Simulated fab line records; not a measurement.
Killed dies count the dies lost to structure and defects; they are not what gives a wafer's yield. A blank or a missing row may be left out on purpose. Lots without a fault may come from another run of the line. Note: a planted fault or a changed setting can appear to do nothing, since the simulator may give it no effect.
Which tool is to blame? -- flow nand-harc -- at 1 step of a route of 1159, 15 lots with 42 wafers sampled

## WHAT EACH GAUGE READ, for each wafer
NHARC_A_CHANNEL_HOLE_D1_INSPECT_12. Usual: raw-defect-count at 5.2, with a standard deviation of 2.6.
lot,measured,on,raw-defect-count,flag
L521,day 8 05:36,defect-inspect-02,3 6 7,
L524,day 8 20:16,defect-inspect-02,9 5 7,
L522,day 8 21:14,defect-inspect-02,4 5 7,
L523,day 8 21:38,defect-inspect-02,2 3 2,
L525,day 9 06:37,defect-inspect-01,2 7 7,
L526,day 9 11:20,defect-inspect-02,5 6 4,
L527,day 9 14:46,defect-inspect-01,8 8 5,
L528,day 9 14:57,defect-inspect-01,7 5 5,
L532,day 11 02:30,defect-inspect-01,3 5,
L537,day 12 06:40,defect-inspect-02,8 5,
L538,day 12 07:11,defect-inspect-02,3 3 5,
L536,day 12 09:02,defect-inspect-02,3 7,
L539,day 12 14:29,defect-inspect-01,3 7 5,
L541,day 13 15:57,defect-inspect-01,7 4 4,
L542,day 13 17:58,defect-inspect-01,12 4 11,

## TOOL THAT RAN EACH LOT (tool first, then ch and the chambers of the sampled wafers, then the start)
No process step before these readings appears in the record.

## AS READ BY THE TOOLS THEMSELVES (means over the sampled wafers that have a number; for cases with no such wafer, the mark the record gives instead)
The record holds no such reading with a usual standard deviation.

## THE ANSWER, worked out from the rows above alone
Rule: a lot counts as off when the mean over its wafers that have a number is more than 3 standard deviations away from the usual mean. A lot without any number at a reading at which 4 lots or more have one is off too. All remaining lots with rows at the step are treated as sound. After the gauges, taken in route order, come the tools' own readings; for these a lot's mean is taken, as printed above. At the first step where some lot is off, the reading lying furthest off is the one used; lots without a number count as furthest.
Nothing can be told from this: no lot is off at any reading shown.

## WHAT THE SIMULATOR PUT IN
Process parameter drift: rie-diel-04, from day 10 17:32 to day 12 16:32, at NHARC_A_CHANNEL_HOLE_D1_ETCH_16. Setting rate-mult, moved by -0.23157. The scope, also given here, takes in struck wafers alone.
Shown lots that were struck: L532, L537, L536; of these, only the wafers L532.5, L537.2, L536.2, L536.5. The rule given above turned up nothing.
